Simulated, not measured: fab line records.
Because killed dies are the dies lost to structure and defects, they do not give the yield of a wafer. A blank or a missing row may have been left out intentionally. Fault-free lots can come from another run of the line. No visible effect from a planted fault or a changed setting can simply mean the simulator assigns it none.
fab line records -- flow n5Finfet
[record] lots = 10, wafers = 29, lastDay = 20
route steps=1938 shown BEOL_M9@1419 PASSIVATION@1936
lots that met no fault: from a run of the same line without faults
startH: hours from the record's opening day to when the first of the lot's shown wafers began -- waitH: hours elapsed since this lot's preceding step -- " repeats the value in the row above -- L1.1+2: one row covering several wafers at once -- - no value present, or no start provided -- * or withheld: withheld -- < > ~ a bound
route shown NAME@n: names a module that has steps shown in the file, with the first one's number in the route -- usual: the fault-free wafers' mean and standard deviation -- same: alike in all rows -- chamber/n: place in a boat -- sites: the reading at each site -- _std_site: standard deviation of those values -- _edge_site: the outer-site mean with the inner-site mean subtracted -- radiusMm: how far each site lies from the wafer's centre -- mask NAME#n: copy n -- behind: the tool/chamber that last shaped the wafer -- hold: the reason the lot was held/the length of the hold in hours/how it ended -- device: names the non-switching transistor (n, p or np) -- end of line: the same wafers' tests at the end of the route -- a step given without rows: its recipe and nothing more -- killed: count of dies lost to structure and defects at first sort (not the wafer's yield) -- map: per-die view of a wafer (x killed, . not killed, _ where there is no die)
set.NAME: setting as actually run; set.NAME@STEP: the setting as run at that earlier step -- model.NAME: the simulator's own value behind a step, which no gauge read
the route's steps for a sample of lots (tables are steps, rows are wafers)
services: the hour from which a tool's chamber was out of use, counted from the record's first day as startH (under 0 if before that day), plus the number of hours and why
[[steps]]
[step N5_BEOL_M9_ETCH_62]
[recipe] chemistry = N2/H2, target = SOC, targetDepthA = 1100, overetchA = 220, maskMaterial = SiARC, tempC = 40, timeS = 165, ionEnergyEv = 200, pressureMtorr = 30, sourceW = 840, biasW = 150, n2FlowSccm = 200, h2FlowSccm = 200
[usual] drypumpMotorCurrentA = 5.8/0.44, oesProductAu = 0.67/0.07, rfVppV = 523.1/2.1, showerheadPlenumPTorr = 2.51/0.07, tempC = 40.00/0.11, throttleValvePct = 17.90/0.23
lot.wafer,tool,chamber,startH,waitH,drypumpMotorCurrentA,oesProductAu,rfHoursCounterH,rfVppV,showerheadPlenumPTorr,tempC,throttleValvePct
L263.2,rieDiel-02,3,247.63,0.0,5.9,0.61,192,519.9,2.43,39.93,17.90
L263.5,rieDiel-02,1,247.63,0.0,5.6,0.62,-,522.1,2.43,40.20,18.11
L263.6,rieDiel-02,0,247.63,0.0,4.8,0.80,-,525.4,2.60,39.93,17.73
L265.1,rieDiel-05,0,281.04,0.0,5.8,0.59,233,522.4,2.50,39.92,17.75
L265.2,rieDiel-05,1,281.04,0.0,5.4,0.73,58,524.5,2.58,39.80,17.62
L265.4,rieDiel-05,3,281.04,0.0,6.3,0.63,170,524.7,2.52,40.06,18.13
L271.1,rieDiel-05,0,297.43,0.0,5.8,0.58,240,522.9,2.50,39.98,17.79
L271.3,rieDiel-05,2,297.43,0.0,6.2,0.76,34,523.1,2.49,39.88,17.73
L278.2,rieDiel-02,0,355.20,0.0,4.8,0.75,46,524.7,2.58,39.79,17.79
L278.4,rieDiel-02,0,355.20,0.0,4.8,0.75,-,524.5,2.58,39.91,17.81
L278.5,rieDiel-02,3,355.20,0.0,5.9,0.59,-,520.4,2.41,40.00,17.96
L281.1,rieDiel-05,3,367.50,0.0,6.4,0.62,207,523.0,2.51,39.89,18.18
L281.2,rieDiel-05,0,367.50,0.0,5.8,0.81,7,522.8,2.49,39.98,17.38
L281.5,rieDiel-05,3,367.50,0.0,6.3,0.62,-,523.9,2.51,39.96,18.17
L280.1,rieDiel-05,1,374.65,0.0,5.3,0.69,99,525.7,2.57,39.95,17.71
L280.4,rieDiel-05,0,374.65,0.0,5.8,0.81,10,523.0,2.49,39.55,17.39
L280.6,rieDiel-05,1,374.65,0.0,5.3,0.69,-,524.7,2.57,40.04,17.69
L285.1,rieDiel-05,3,396.52,0.0,6.4,0.60,214,524.3,2.51,40.06,18.19
L285.2,rieDiel-05,2,396.52,0.0,6.2,0.71,75,521.4,2.47,40.12,17.78
L285.3,rieDiel-05,1,396.52,0.0,5.3,0.68,106,522.0,2.56,39.94,17.70
L284.1,rieDiel-02,2,402.97,0.0,6.1,0.67,129,521.6,2.45,40.09,17.94
L284.2,rieDiel-02,1,402.97,0.0,5.6,0.60,217,520.9,2.41,40.06,18.18
L284.4,rieDiel-02,0,402.97,0.0,4.8,0.73,60,524.9,2.57,40.10,17.83
L286.4,rieDiel-05,2,411.71,0.0,6.2,0.70,79,522.0,2.47,40.05,17.81
L286.5,rieDiel-05,2,411.71,0.0,6.2,0.71,-,522.2,2.47,40.19,17.81
L286.6,rieDiel-05,1,411.71,0.0,5.4,0.69,-,525.3,2.56,39.99,17.73
L283.1,rieDiel-03,3,413.29,0.0,5.5,0.57,236,527.1,2.62,40.07,18.06
L283.4,rieDiel-03,0,413.29,0.0,6.0,0.63,155,527.1,2.65,40.20,18.07
L283.5,rieDiel-03,0,413.29,0.0,6.0,0.64,-,525.9,2.65,40.06,18.07
[step N5_BEOL_M9_HM_OPEN_17]
[recipe] chemistry = Cl2/BCl3, targetDepthA = 200, overetchA = 60, target = TiN, maskMaterial = SOC, ionEnergyEv = 150, pressureMtorr = 10, icpW = 1000, biasW = 126, Cl2_flow_sccm = 53.25, bcl3FlowSccm = 21.75, Ar_flow_sccm = 25
[usual] drypumpMotorCurrentA = 5.9/0.53, heBacksideLeakSccm = 3.38/0.15, oesProductAu = 0.71/0.058, throttleValvePct = 21.97/0.23
lot.wafer,tool,chamber,startH,waitH,drypumpMotorCurrentA,heBacksideLeakSccm,oesProductAu,rfHoursCounterH,throttleValvePct
L263.2,rieMetal-01,0,247.81,0.0,6.8,3.33,0.79,4,22.06
L263.5,rieMetal-01,0,247.81,0.0,6.8,3.37,0.79,-,22.05
L263.6,rieMetal-01,1,247.81,0.0,6.1,3.06,0.67,-,21.82
L265.1,rieMetal-02,1,281.22,0.0,6.0,3.42,0.70,27,22.39
L265.2,rieMetal-02,1,281.22,0.0,6.0,3.50,0.70,-,22.37
L265.4,rieMetal-02,1,281.22,0.0,6.0,3.33,0.71,-,22.37
L271.1,rieMetal-01,1,297.62,0.0,6.2,3.14,0.65,45,21.85
L271.3,rieMetal-01,0,297.62,0.0,6.7,3.47,0.77,-,22.07
L278.2,rieMetal-03,1,355.39,0.0,5.2,3.16,0.63,57,21.94
L278.4,rieMetal-03,1,355.39,0.0,5.2,3.33,0.63,-,21.94
L278.5,rieMetal-03,0,355.39,0.0,5.9,3.58,0.78,-,21.63
L281.1,rieMetal-02,1,367.69,0.0,6.0,3.35,0.69,36,22.38
L281.2,rieMetal-02,0,367.69,0.0,5.6,3.27,0.78,7,21.85
L281.5,rieMetal-02,0,367.69,0.0,5.6,3.53,0.78,-,21.84
L280.1,rieMetal-02,1,374.84,0.0,6.0,3.60,0.66,36,22.42
L280.4,rieMetal-02,1,374.84,0.0,6.0,3.54,0.68,-,22.40
L280.6,rieMetal-02,0,374.84,0.0,5.6,3.61,0.76,-,21.87
L285.1,rieMetal-03,0,396.71,0.0,5.9,3.50,0.75,9,21.64
L285.2,rieMetal-03,1,396.71,0.0,5.2,3.48,0.63,61,21.94
L285.3,rieMetal-03,0,396.71,0.0,5.9,3.29,0.76,-,21.63
L284.1,rieMetal-03,1,403.15,0.0,5.1,3.47,0.63,61,21.92
L284.2,rieMetal-03,0,403.15,0.0,5.9,3.49,0.76,9,21.64
L284.4,rieMetal-03,1,403.15,0.0,5.1,3.55,0.63,-,21.94
L286.4,rieMetal-02,1,411.93,0.1,6.0,3.43,0.67,-,22.42
L286.5,rieMetal-02,0,411.93,0.1,5.7,3.27,0.75,-,21.89
L286.6,rieMetal-02,1,411.93,0.1,6.0,3.59,0.66,-,22.43
L283.1,rieMetal-02,1,413.48,0.0,6.1,3.52,0.66,39,22.41
L283.4,rieMetal-02,0,413.48,0.0,5.6,3.26,0.75,-,21.87
L283.5,rieMetal-02,1,413.48,0.0,6.0,3.57,0.67,-,22.39
[step N5_BEOL_M9_STRIP_36]
[recipe] chemistry = N2/H2, powerW = 450, tempC = 40, pressureMtorr = 20, rfFrequencyHz = 6e+07, overashFraction = 0.3, biasPowerW = 7, h2Frac = 0.5, n2FlowSccm = 200, h2FlowSccm = 200
[usual] drypumpMotorCurrentA = 5.7/0.37, oesProductAu = 0.77/0.085, rfVppV = 59.3/1.4, showerheadPlenumPTorr = 2.52/0.084, tempC = 39.99/0.1, throttleValvePct = 23.80/0.24
lot.wafer,tool,chamber,startH,waitH,drypumpMotorCurrentA,oesProductAu,rfHoursCounterH,rfVppV,showerheadPlenumPTorr,tempC,throttleValvePct
L263.2,rieDiel-05,3,252.94,0.0,6.3,0.75,160,59.6,2.52,39.88,23.95
L263.5,rieDiel-05,3,252.94,0.0,6.4,0.75,-,61.6,2.52,39.88,23.93
L263.6,rieDiel-05,0,252.94,0.0,5.8,0.69,-,58.6,2.50,40.03,23.58
L265.1,rieDiel-02,3,282.31,0.0,5.9,0.71,200,59.8,2.42,39.87,23.78
L265.2,rieDiel-02,1,282.31,0.0,5.6,0.73,181,57.9,2.42,39.91,24.03
L265.4,rieDiel-02,0,282.31,0.0,4.8,0.94,22,61.2,2.59,40.01,23.65
L271.1,rieDiel-02,2,302.15,0.0,6.1,0.82,92,60.1,2.46,40.16,23.74
L271.3,rieDiel-02,1,302.15,0.0,5.6,0.73,188,57.5,2.42,40.07,24.00
L278.2,rieDiel-03,2,356.89,0.0,5.7,0.67,249,57.7,2.40,39.91,23.67
L278.4,rieDiel-03,1,356.89,0.0,5.7,0.70,219,58.2,2.51,39.86,24.32
L278.5,rieDiel-03,3,356.89,0.0,5.5,0.68,-,59.8,2.62,39.75,23.78
L281.1,rieDiel-05,0,368.93,0.0,5.8,0.96,8,59.4,2.49,39.80,23.37
L281.2,rieDiel-05,3,368.93,0.0,6.3,0.71,207,60.5,2.51,40.08,24.00
L281.5,rieDiel-05,0,368.93,0.0,5.8,0.96,-,59.2,2.49,39.90,23.36
L280.1,rieDiel-05,2,378.56,0.0,6.2,0.85,69,61.1,2.47,40.09,23.54
L280.4,rieDiel-05,0,378.56,0.0,5.8,0.96,11,58.4,2.49,39.85,23.37
L280.6,rieDiel-05,0,378.56,0.0,5.8,0.96,-,59.4,2.49,40.00,23.35
L285.1,rieDiel-05,3,397.88,0.0,6.3,0.71,214,57.9,2.50,39.95,23.96
L285.2,rieDiel-05,0,397.88,0.0,5.8,0.92,17,58.9,2.48,39.99,23.39
L285.3,rieDiel-05,2,397.88,0.0,6.2,0.84,75,58.8,2.46,39.88,23.58
L284.1,rieDiel-02,3,404.99,0.0,5.9,0.68,247,59.0,2.40,40.06,23.84
L284.2,rieDiel-02,2,404.99,0.0,6.1,0.79,130,57.9,2.44,39.82,23.78
L284.4,rieDiel-02,0,404.99,0.0,4.8,0.86,61,60.5,2.57,40.05,23.71
L286.4,rieDiel-05,0,412.77,0.0,5.8,0.93,22,61.3,2.48,39.99,23.37
L286.5,rieDiel-05,0,412.77,0.0,5.8,0.91,-,58.3,2.48,40.14,23.38
L286.6,rieDiel-05,1,412.77,0.0,5.4,0.80,-,60.3,2.56,40.07,23.65
L283.1,rieDiel-05,0,414.36,0.0,5.8,0.90,23,58.3,2.48,40.00,23.36
L283.4,rieDiel-05,1,414.36,0.0,5.3,0.80,111,58.8,2.56,39.82,23.65
L283.5,rieDiel-05,1,414.36,0.0,5.3,0.81,-,59.2,2.56,39.99,23.63
[step N5_BEOL_M9_CD_MEAS_35]
[recipe] targetCdNm = 70, targetCdYNm = 40, polarity = opening
[usual] cdNm = 69.9/0.46
lot.wafer,tool,chamber,startH,waitH,cdNm
L263.2,cdSem-02,-,253.32,0.0,69.7
L263.5,cdSem-02,-,253.32,0.0,69.2
L263.6,cdSem-02,-,253.32,0.0,69.2
L265.1,cdSem-01,-,282.67,0.0,69.9
L265.2,cdSem-01,-,282.67,0.0,69.8
L265.4,cdSem-01,-,282.67,0.0,69.8
L271.1,cdSem-01,-,302.52,0.0,71.1
L271.3,cdSem-01,-,302.52,0.0,71.2
L278.2,cdSem-03,-,357.26,0.0,69.5
L278.4,cdSem-03,-,357.26,0.0,70.7
L278.5,cdSem-03,-,357.26,0.0,69.4
L281.1,cdSem-02,-,369.30,0.0,70.2
L281.2,cdSem-02,-,369.30,0.0,70.3
L281.5,cdSem-02,-,369.30,0.0,70.8
L280.1,cdSem-01,-,378.93,0.0,70.1
L280.4,cdSem-01,-,378.93,0.0,70.6
L280.6,cdSem-01,-,378.93,0.0,70.0
L285.1,cdSem-01,-,398.25,0.0,69.1
L285.2,cdSem-01,-,398.25,0.0,69.3
L285.3,cdSem-01,-,398.25,0.0,68.3
L284.1,cdSem-01,-,405.36,0.0,69.8
L284.2,cdSem-01,-,405.36,0.0,69.3
L284.4,cdSem-01,-,405.36,0.0,69.8
L286.4,cdSem-03,-,413.24,0.0,70.2
L286.5,cdSem-03,-,413.24,0.0,70.2
L286.6,cdSem-03,-,413.24,0.0,69.9
L283.1,cdSem-02,-,414.83,0.0,70.2
L283.4,cdSem-02,-,414.83,0.0,70.5
L283.5,cdSem-02,-,414.83,0.0,69.7
[step N5_BEOL_M9_ALD_74]
[recipe] material = TaN, targetThkA = 20, tempC = 275, aldPrecursorFamily = PDMAT, aldCoReactant = NH3, pressureTorr = 3, carrierFlowSccm = 1500, pulseTimeS = 2, purgeTimeS = 3, coReactantPurgeTimeS = 2, coReactantPulseTimeS = 3, aldCycles = 40, precursorVesselTempC = 75, precursorVesselPressureTorr = 26.25, precursorVesselCarrierSccm = 1000
[usual] heaterPowerW = 418/46
[same] pulseTimeS = 2
lot.wafer,tool,chamber,startH,waitH,heaterPowerW,sinceWetCleanH
L263.2,aldMetal-03,0,255.65,0.0,423,1457
L263.5,aldMetal-03,3,255.65,0.0,401,-
L263.6,aldMetal-03,0,255.65,0.0,423,-
L265.1,aldMetal-02,3,283.78,0.0,432,3024
L265.2,aldMetal-02,0,283.78,0.0,428,3024
L265.4,aldMetal-02,2,283.78,0.0,528,3024
L271.1,aldMetal-04,3,303.16,0.0,429,4581
L271.3,aldMetal-04,1,303.16,0.0,446,4581
L278.2,aldMetal-04,1,357.87,0.0,431,4636
L278.4,aldMetal-04,2,357.87,0.0,368,4636
L278.5,aldMetal-04,2,357.87,0.0,369,-
L281.1,aldMetal-03,3,372.17,0.1,401,1573
L281.2,aldMetal-03,1,372.17,0.1,354,1573
L281.5,aldMetal-03,1,372.17,0.1,360,-
L280.1,aldMetal-03,2,379.95,0.0,393,1581
L280.4,aldMetal-03,3,379.95,0.0,414,1581
L280.6,aldMetal-03,2,379.95,0.0,401,-
L285.1,aldMetal-03,2,399.46,0.0,392,1601
L285.2,aldMetal-03,1,399.46,0.0,351,1601
L285.3,aldMetal-03,0,399.46,0.0,427,1601
L284.1,aldMetal-03,2,406.19,0.0,406,1608
L284.2,aldMetal-03,3,406.19,0.0,404,1608
L284.4,aldMetal-03,3,406.19,0.0,410,-
L286.4,aldMetal-02,2,414.06,0.0,503,3154
L286.5,aldMetal-02,2,414.06,0.0,524,-
L286.6,aldMetal-02,1,414.06,0.0,485,-
L283.1,aldMetal-04,1,419.24,0.0,430,4698
L283.4,aldMetal-04,0,419.24,0.0,365,4698
L283.5,aldMetal-04,0,419.24,0.0,371,-
[step N5_PASSIVATION_PROBE_49]
[usual] defectLimitedYield = 91.2/1.3, killed_at_M0_to_M3 = 34/9.2, killed_at_M4_up = 14/5, killedAtContacts = 13/6.7, killedAtFrontEnd = 39/12, killedAtOther = 4/3.3, killedDies = 104/15, killedOpen = 68/12, killedShort = 34/7.5, sort_bin_5_function = 5.2/0.87, sort_bin_6_memory = 3.3/0.63, sortNPass = 1076/15, sortYieldPct = 91.2/1.3
[same] grossDies = 1180, killedAtBackSide = 0, sort_bin_4_leakage[%] = 0, sort_bin_8_speed[%] = 0
lot.wafer,tool,chamber,startH,waitH,defectLimitedYield[%],killed_at_M0_to_M3,killed_at_M4_up,killedAtContacts,killedAtFrontEnd,killedAtOther,killedDies,killedOpen,killedShort,sort_bin_5_function[%],sort_bin_6_memory[%],sortNPass,sortYieldPct[%]
L271.1,prober-01,-,360.90,0.0,90.6,30,22,8,32,19,111,84,26,5.5,3.7,1069,90.6
L271.3,prober-01,-,361.00,0.1,91.3,39,23,7,25,9,103,63,37,5.0,3.4,1077,91.3
// killed by level:class
L271.1 BEOL_M2:geometricParticle:open=11 BEOL_M4:geometricParticle:open=11 STI_FIN_REVEAL:geometricParticle:open=8 MIM_TOP_ETCH:geometricParticle:open=8 MOL_CONTACT_COAG:geometricParticle:open=7 BEOL_M1:geometricParticle:open=7 MIM_TOP_ETCH:geometricParticle:short=6 FIN_SAQP:geometricParticle:open=4
L271.3 BEOL_M3:geometricParticle:open=11 BEOL_M2:geometricParticle:open=9 FIN_SAQP:geometricParticle:short=5 BEOL_M5:geometricParticle:open=5 GATE_CUT:geometricParticle:short=5 BEOL_M0_SAQP:geometricParticle:short=5 BEOL_M1:geometricParticle:open=5 MOL_CONTACT_COAG:geometricParticle:short=4
[[services]]
tool,chamber,startH,hours,kind
aldMetal-03,-,224.35,0.4,repair
rieDiel-05,3,227.96,6.0,repair
aldMetal-03,3,228.52,4.3,repair
rieDiel-05,1,229.85,2.6,repair
rieDiel-02,-,241.35,2.8,pm
rieDiel-05,0,249.90,1.2,repair
rieDiel-02,3,250.98,4.4,repair
rieMetal-02,-,254.09,14.6,pm
aldMetal-04,2,257.00,28.1,repair
aldMetal-03,0,272.87,29.1,repair
rieDiel-05,2,281.14,7.1,repair
rieDiel-02,0,294.77,12.3,repair
rieDiel-05,3,315.21,3.1,repair
rieDiel-02,2,322.19,4.5,repair
rieDiel-05,-,329.22,0.3,repair
rieMetal-02,-,331.27,0.7,repair
rieDiel-02,-,332.96,1.8,repair
rieMetal-03,0,339.24,12.5,repair
rieDiel-02,0,350.85,2.9,repair
rieDiel-02,-,368.45,4.3,pm
aldMetal-03,-,376.54,3.2,repair
rieDiel-05,3,381.29,7.0,repair
aldMetal-03,0,406.07,3.9,repair
rieDiel-02,-,412.46,0.3,repair
[[key]]
[firstSign] step = N5_BEOL_M9_CD_MEAS_35, reading = cdNm, direction = up, sigmas = 2.6, usual = 69.9, struck = 71.1
effect none on later readings
metAt N5_BEOL_M9_ETCH_62
struckLots L271
struckWafers L271.1,L271.3
notActingAt N5_BEOL_M9_HM_OPEN_17,N5_BEOL_M9_STRIP_36,N5_BEOL_M9_ALD_74
onsetBetween 281.04 297.43
[fault] kind = processParameterDrift, tool = rieDiel-05, chamber = -, onsetH = 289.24, steps = N5_BEOL_M9_ETCH_62, channel = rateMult, offset = 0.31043, shape = step, endH = 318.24, scope = struckWafersOnly
